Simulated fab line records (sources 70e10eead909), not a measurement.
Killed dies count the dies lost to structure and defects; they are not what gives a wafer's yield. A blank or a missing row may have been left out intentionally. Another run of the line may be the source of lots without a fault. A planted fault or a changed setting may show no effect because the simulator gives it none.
fab line records	flow nand_harc
[record] lots = 13	wafers = 37	last_day = 24
route steps=1159 shown A_SLIT@791 A_WL_FILL@829 A_CONTACT@842
lots with no fault: from the same line, run without faults
start_h: hours from the record's opening day to when the first of the lot's shown wafers began	wait_h: time in hours since the lot's previous step	" unchanged from the row above	L1.1+2: a row that stands for several wafers	- no value, or no start was given	* or withheld: withheld	< > ~ a bound
route shown NAME@n: a module of which the file shows steps, and the number in the route of the first	usual: mean/standard deviation taken from wafers without a fault	same: alike in all rows	chamber/n: place in a boat	sites: per-site readings	_std_site: standard deviation across them	_edge_site: the outer-site mean with the inner-site mean subtracted	radius_mm: for every site, how far away it sits from the centre of the wafer	mask NAME#n: copy n	behind: the tool/chamber that last shaped the wafer	hold: why the lot went on hold/how many hours it stayed there/how the hold came to an end	device: which transistor (n, p or np) failed to switch	end of line: the tests these same wafers got at the end of their route	a step given without rows: its recipe and nothing more	killed: not the wafer's yield, but the dies lost to structure and defects at the first sort	map: per-die view of a wafer (x killed, . not killed, _ where there is no die)
set.NAME: the setting that was run; set.NAME@STEP: the one run at that earlier step	model.NAME: the simulator's own value behind a step, which no gauge read
a sample of lots followed through the steps of the route, with each step as a table and each wafer as a row
services: the hour from which a tool's chamber was out of use, counted from the record's first day as start_h (under 0 if before that day), plus the number of hours and why
[[steps]]
[step NHARC_A_SLIT_OVL_MEAS_10]
[usual] overlay_x_nm = -0.2/1.1	overlay_y_nm = 0.1/0.96
lot.wafer	tool	chamber	start_h	wait_h	overlay_x_nm	overlay_y_nm
L811.1	overlay-02	-	329.06	-	0.2	-0.3
L811.2	"	-	"	"	0.2	0.2
L811.6	"	-	"	"	0.3	-0.1
L810.1	overlay-02	-	329.60	-	-0.3	-0.2
L810.3	"	-	"	"	-0.2	0.2
L810.4	"	-	"	"	-0.2	-0.2
L814.1	overlay-02	-	334.60	-	0.8	-1.4
L814.3	"	-	"	"	0.6	-1.2
L814.4	"	-	"	"	-0.1	-1.9
L809.1	overlay-01	-	334.90	-	0.1	-0.3
L809.2	"	-	"	"	-0.3	-0.2
L809.5	"	-	"	"	-0.6	-0.4
L818.1	overlay-02	-	369.51	-	0.7	-1.3
L818.2	"	-	"	"	0.3	-1.3
L818.6	"	-	"	"	0.3	-1.2
L817.1	overlay-01	-	370.61	-	-0.7	0.0
L817.2	"	-	"	"	-0.1	0.4
L817.5	"	-	"	"	-0.8	-0.3
L819.1	overlay-01	-	381.86	-	1.4	0.3
L819.3	"	-	"	"	1.0	0.3
L819.4	"	-	"	"	1.2	1.0
L820.1	overlay-01	-	393.43	-	-0.2	-1.5
L820.2	"	-	"	"	-0.8	-1.0
L820.3	"	-	"	"	0.0	-1.1
L822.2	overlay-01	-	400.46	-	-1.0	-0.5
L822.4	"	-	"	"	-1.0	-0.8
L822.5	"	-	"	"	-0.9	-0.6
L825.3	overlay-02	-	414.26	-	-0.7	-0.8
L825.5	"	-	"	"	-0.4	0.3
L825.6	"	-	"	"	-0.6	-0.5
L826.3	overlay-02	-	423.50	-	-0.5	0.4
L826.4	"	-	"	"	-0.4	0.1
L828.3	overlay-02	-	436.80	-	0.7	0.8
L828.4	"	-	"	"	1.5	1.0
L832.2	overlay-02	-	446.30	-	0.0	-0.7
L832.4	"	-	"	"	-0.3	0.0
L832.6	"	-	"	"	-0.5	-0.1
[step NHARC_A_SLIT_ETCH_26]
[recipe] bias_v = 400	source_w = 2000	pressure_mtorr = 25	time_s = 90	ar_flow_sccm = 375	c4f8_flow_sccm = 41.7	o2_flow_sccm = 83.3	target_depth_a = 4000	chemistry = C4F8/O2/Ar
[usual] bias_v = 400/4	drypump_motor_current_A = 5.5/0.44	esc_clamp_current_uA = 0.0213/0.00045	he_backside_leak_sccm = 5.9/0.74	showerhead_plenum_p_Torr = 3.75/0.088	throttle_valve_pct = 27.620/0.0092
lot.wafer	tool	chamber	start_h	wait_h	bias_v	drypump_motor_current_A	esc_clamp_current_uA	he_backside_leak_sccm	rf_hours_counter_h	showerhead_plenum_p_Torr	throttle_valve_pct
L811.2	har_etch-01	0	332.96	1.3	403	5.6	0.0207	5.2	7	3.80	27.615
L811.1	"	1	"	"	390	5.1	0.0217	5.9	7	3.83	27.621
L811.6	"	0	"	"	404	5.6	0.0208	5.0	-	3.80	27.614
L810.1	har_etch-02	1	334.48	1.0	403	6.2	0.0209	5.6	177	3.61	27.614
L810.3	"	0	"	"	397	5.3	0.0216	6.2	-	3.80	27.613
L810.4	"	1	"	"	400	6.2	0.0209	10.7	-	3.61	27.637
L814.1	har_etch-01	1	336.99	1.0	408	5.1	0.0217	6.0	8	3.83	27.620
L814.4	"	0	"	"	404	5.6	0.0208	4.5	-	3.80	27.630
L814.3	"	1	"	"	402	5.1	0.0218	5.9	-	3.83	27.620
L809.1	har_etch-02	1	337.24	1.2	399	6.2	0.0209	5.7	179	3.61	27.610
L809.2	"	0	"	"	389	5.3	0.0216	6.1	179	3.80	27.623
L809.5	"	0	"	"	395	5.2	0.0216	6.3	-	3.80	27.623
L818.2	har_etch-02	0	371.87	1.2	397	5.3	0.0217	6.4	192	3.79	27.628
L818.1	"	1	"	"	404	6.2	0.0209	5.8	192	3.60	27.622
L818.6	"	1	"	"	406	6.2	0.0209	5.4	-	3.60	27.617
L817.1	har_etch-01	1	373.00	1.3	399	5.1	0.0219	5.8	21	3.82	27.617
L817.2	"	0	"	"	396	5.5	0.0208	5.6	21	3.79	27.634
L817.5	"	0	"	"	400	5.5	0.0208	5.2	-	3.79	27.628
L819.1	har_etch-02	0	384.21	1.2	399	5.2	0.0217	6.4	197	3.79	27.613
L819.3	"	0	"	"	398	5.3	0.0216	6.0	-	3.79	27.624
L819.4	"	1	"	"	403	6.3	0.0209	5.8	-	3.60	27.606
L820.2	har_etch-02	1	396.41	1.2	404	6.2	0.0208	5.9	204	3.60	27.617
L820.1	"	0	"	"	402	5.2	0.0216	6.5	204	3.79	27.637
L820.3	"	1	"	"	404	6.2	0.0208	5.5	-	3.60	27.629
L822.2	har_etch-02	1	405.96	1.0	401	6.2	0.0209	5.9	211	3.59	27.618
L822.4	"	1	"	"	401	6.2	0.0209	6.1	-	3.59	27.623
L822.5	"	1	"	"	398	6.2	0.0208	5.7	-	3.59	27.615
L825.3	har_etch-01	0	416.68	0.8	400	5.6	0.0208	5.4	-	3.78	27.633
L825.5	"	0	"	"	406	5.6	0.0208	5.3	-	3.78	27.631
L825.6	"	1	"	"	397	5.1	0.0218	6.1	-	3.81	27.623
L826.3	har_etch-01	1	426.07	0.8	393	5.1	0.0219	5.9	-	3.81	27.613
L826.4	"	0	"	"	399	5.6	0.0208	4.8	-	3.78	27.625
L828.4	har_etch-01	1	439.22	0.8	403	5.1	0.0218	6.1	-	3.81	27.626
L828.3	"	0	"	"	402	5.6	0.0208	5.3	-	3.78	27.624
L832.2	har_etch-01	1	451.99	1.2	398	5.1	0.0218	6.1	57	3.80	27.607
L832.4	"	1	"	"	399	5.1	0.0218	6.2	-	3.80	27.615
L832.6	"	0	"	"	405	5.6	0.0208	5.3	-	3.77	27.609
[step NHARC_A_WL_FILL_ETCHBACK_26]
[recipe] target_depth_a = 520	time_s = 13.3	hbr_flow_sccm = 150	rf_w = 350	icp_w = 350	bias_w = 60	chemistry = HBr
[usual] drypump_motor_current_A = 5.7/0.54	he_backside_leak_sccm = 2.72/0.24	oes_product_au = 0.997/0.0091	throttle_valve_pct = 23.265/0.0097
lot.wafer	tool	chamber	start_h	wait_h	drypump_motor_current_A	he_backside_leak_sccm	oes_product_au	rf_hours_counter_h	throttle_valve_pct
L814.1	rie_si-04	1	365.46	0.4	4.8	2.64	0.999	0.6	23.282
L814.3	"	2	"	"	6.6	2.35	0.983	0.6	23.254
L814.4	"	0	"	"	6.3	2.82	0.991	0.7	23.276
L811.1	rie_si-02	3	365.47	0.4	4.8	2.70	0.989	0.9	23.257
L811.2	"	1	"	"	5.6	2.73	1.002	1.0	23.271
L811.6	"	2	"	"	5.6	2.76	0.993	-	23.245
L810.3	rie_si-02	1	365.53	0.5	5.5	2.68	0.997	1.1	23.247
L810.4	"	3	"	"	4.8	2.46	0.996	1.0	23.275
L810.1	"	0	"	"	5.5	2.85	1.004	0.9	23.268
L809.1	rie_si-04	0	368.31	0.4	6.4	2.76	0.996	0.8	23.254
L809.2	"	1	"	"	4.8	2.62	0.988	0.7	23.273
L809.5	"	2	"	"	6.6	2.42	0.976	-	23.251
L818.1	rie_si-02	2	401.63	0.4	5.6	2.79	1.003	0.1	23.247
L818.2	"	3	"	"	4.8	2.56	1.004	0.0	23.261
L818.6	"	1	"	"	5.6	2.74	0.995	-	23.261
L817.1	rie_si-04	3	404.49	0.4	6.4	3.15	1.002	1.0	23.274
L817.2	"	0	"	"	6.4	2.65	0.994	0.9	23.277
L817.5	"	0	"	"	6.3	2.69	1.003	-	23.256
L819.3	rie_si-02	1	413.33	0.4	5.6	2.55	0.998	0.1	23.259
L819.4	"	2	"	"	5.6	2.81	0.996	0.1	23.283
L819.1	"	0	"	"	5.5	2.90	1.013	0.1	23.263
L820.1	rie_si-02	1	424.02	0.4	5.5	2.59	0.999	0.2	23.282
L820.3	"	2	"	"	5.6	2.84	1.002	0.2	23.240
L820.2	"	0	"	"	5.5	3.07	0.999	0.1	23.252
L822.4	rie_si-06	2	439.48	0.4	5.7	2.75	1.005	0.6	23.251
L822.2	"	1	"	"	5.3	2.56	1.024	0.5	23.261
L822.5	"	3	"	"	5.8	2.52	0.999	-	23.275
L825.3	rie_si-06	0	448.55	0.4	5.9	2.89	1.008	0.5	23.259
L825.6	"	2	"	"	5.7	2.86	1.003	-	23.281
L825.5	"	3	"	"	5.8	2.44	1.001	-	23.267
L826.4	rie_si-02	2	454.09	0.4	5.7	2.82	0.757	0.4	23.273
L826.3	"	1	"	"	5.5	2.59	0.998	0.4	23.256
L828.4	rie_si-02	0	468.05	0.4	5.5	3.10	0.759	0.3	23.250
L828.3	"	2	"	"	5.7	2.77	1.006	0.5	23.279
L832.2	rie_si-04	3	482.49	0.4	6.4	2.83	0.989	0.1	23.262
L832.4	"	0	"	"	6.3	2.64	1.001	0.1	23.262
L832.6	"	2	"	"	6.6	2.59	0.965	-	23.266
[step NHARC_A_CONTACT_DEP_28]
[recipe] target_thk_a = 36000	temp_c = 400	material = aC
[usual] throttle_valve_pct = 35.001/0.0088
lot.wafer	tool	chamber	start_h	wait_h	throttle_valve_pct
L814.1	acl_dep-03	0	376.41	4.4	35.010
L814.3	"	0	"	"	35.002
L814.4	"	0	"	"	35.015
L811.1	acl_dep-02	0	377.06	5.0	35.001
L811.2	"	0	"	"	34.976
L811.6	"	0	378.87	6.8	34.996
L810.1	acl_dep-01	0	378.93	2.6	35.011
L810.3	"	0	"	"	35.015
L810.4	"	0	"	"	35.007
L809.1	acl_dep-02	0	383.02	2.3	34.993
L809.2	"	0	"	"	35.010
L809.5	"	0	384.49	3.7	34.998
L818.1	acl_dep-01	0	408.25	0.1	34.992
L818.2	"	0	"	"	34.988
L818.6	"	0	410.09	1.9	35.004
L817.1	acl_dep-02	0	415.66	2.1	34.992
L817.2	"	0	"	"	34.996
L817.5	"	0	417.14	3.6	35.014
L819.1	acl_dep-03	0	421.24	1.3	35.001
L819.3	"	0	"	"	34.993
L819.4	"	0	"	"	34.998
L820.1	acl_dep-01	0	430.75	0.1	34.977
L820.2	"	0	"	"	35.022
L820.3	"	0	"	"	35.004
L822.2	acl_dep-02	0	446.50	0.4	35.007
L822.4	"	0	"	"	35.014
L822.5	"	0	"	"	34.990
L825.3	acl_dep-03	0	459.15	0.9	35.011
L825.5	"	0	"	"	35.006
L825.6	"	0	"	"	34.995
L826.3	acl_dep-01	0	465.37	2.0	35.008
L826.4	"	0	"	"	35.004
L828.3	acl_dep-02	0	476.24	0.8	35.000
L828.4	"	0	"	"	35.009
L832.2	acl_dep-02	0	494.50	0.4	34.999
L832.4	"	0	"	"	35.009
L832.6	"	0	"	"	35.004
[[services]]
tool	chamber	start_h	hours	kind
har_etch-01	0	322.00	-	clean
har_etch-01	0	322.00	-	consumable_replace:focus_ring
har_etch-01	1	322.00	-	clean
har_etch-01	1	322.00	-	consumable_replace:focus_ring
har_etch-01	-	341.60	5.9	repair
acl_dep-02	-	344.75	9.0	repair
acl_dep-02	-	353.76	13.0	pm
rie_si-06	-	360.00	9.0	pm
rie_si-02	3	360.79	3.4	repair
rie_si-04	-	378.16	0.8	repair
rie_si-02	-	388.00	9.0	pm
rie_si-02	0	388.00	9.0	vent_cycle
rie_si-02	1	388.00	9.0	vent_cycle
rie_si-02	2	388.00	9.0	vent_cycle
rie_si-02	3	388.00	9.0	vent_cycle
rie_si-02	0	397.00	-	clean
rie_si-02	1	397.00	-	clean
rie_si-02	2	397.00	-	clean
rie_si-02	3	397.00	-	clean
rie_si-06	2	399.12	1.0	repair
acl_dep-03	-	406.42	13.0	pm
rie_si-04	3	435.09	4.5	repair
rie_si-04	-	453.00	9.0	pm
acl_dep-01	-	475.85	13.0	pm
[[key]]
[first_sign] step = NHARC_A_WL_FILL_ETCHBACK_26	reading = oes_product_au	direction = down	sigmas = 26	usual = 0.997	struck = 0.758
effect none on later readings
met_at NHARC_A_WL_FILL_ETCHBACK_26
struck_lots L826,L828
struck_wafers L826.4,L828.4
tester_left_out L826,L828
not_acting_at NHARC_A_SLIT_OVL_MEAS_10,NHARC_A_SLIT_ETCH_26,NHARC_A_CONTACT_DEP_28
onset_between 424.02 454.09
[fault] kind = process_parameter_drift	tool = rie_si-02	chamber = -	onset_h = 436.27	steps = NHARC_A_WL_FILL_ETCHBACK_26	channel = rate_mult	offset = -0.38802	shape = step	end_h = 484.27	scope = struck_wafers_only
// tester_left_out: of these lots the tester's yield and bins aren't shown, on N5 and GAA mostly nor the transistor test; their killed dies are dies lost to structure and defects alone, not to doping, threshold or leakage, so they don't give the yield
